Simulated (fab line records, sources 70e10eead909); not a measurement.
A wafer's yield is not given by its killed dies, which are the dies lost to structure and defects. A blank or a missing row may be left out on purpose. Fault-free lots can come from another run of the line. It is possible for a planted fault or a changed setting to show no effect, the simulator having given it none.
Chamber matching | flow nand harc | NHARC_P_M1_DEP_33 on pecvd-01 has 3 sister chambers
The step deposits SiCN, target thk 30 nm. 14 wafers are shown with their chamber, then 7 later ones without.

## EACH WAFER AND ITS CHAMBER
wafer  | chamber | heater power w (W)
L074.2 | 0       | 450
L074.3 | 2       | 590
L074.4 | 0       | 441
L081.1 | 2       | 506
L081.2 | 1       | 848
L081.5 | 2       | 507
L083.2 | 0       | 422
L083.3 | 2       | 570
L083.6 | 1       | 734
L089.2 | 0       | 425
L089.4 | 1       | 763
L089.5 | 0       | 416
L090.1 | 1       | 838
L090.4 | 0       | 431

SIGNATURES (means of the wafers above)
reading        | chamber 0 | chamber 1 | chamber 2 | scatter within a chamber
heater power w | 430.83    | 795.75    | 543.25    | 37.9
Rule: a wafer's distance from a chamber is the root of the sum, over the readings, of the square of ((its reading less the chamber's mean) divided by the reading's scatter). The wafer belongs to the nearest chamber; if the next one is less than 2 further off, it can't be placed. The scatter: take each reading less its chamber's mean, square it, sum over the shown wafers, divide by the number of wafers less the number of chambers, and take the root.

## WAFERS MISSING THEIR CHAMBER
wafer  | heater power w (W)
L090.5 | 819
L092.1 | 445
L092.3 | 806
L092.5 | 439
L097.3 | 521
L097.4 | 525
L097.5 | 414

## WHICH CHAMBER EACH ONE RAN IN
wafer  | from the rows above     | in truth
L090.5 | 1                       | 1
L092.1 | 0                       | 0
L092.3 | 1                       | 1
L092.5 | 0                       | 0
L097.3 | can't be placed: 2 or 0 | 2
L097.4 | 2                       | 2
L097.5 | 0                       | 0
Placed correctly: 6 of 7. Can't be placed from these rows: 1 (the true chamber is among the candidates in 1). Number placed wrongly: 0.
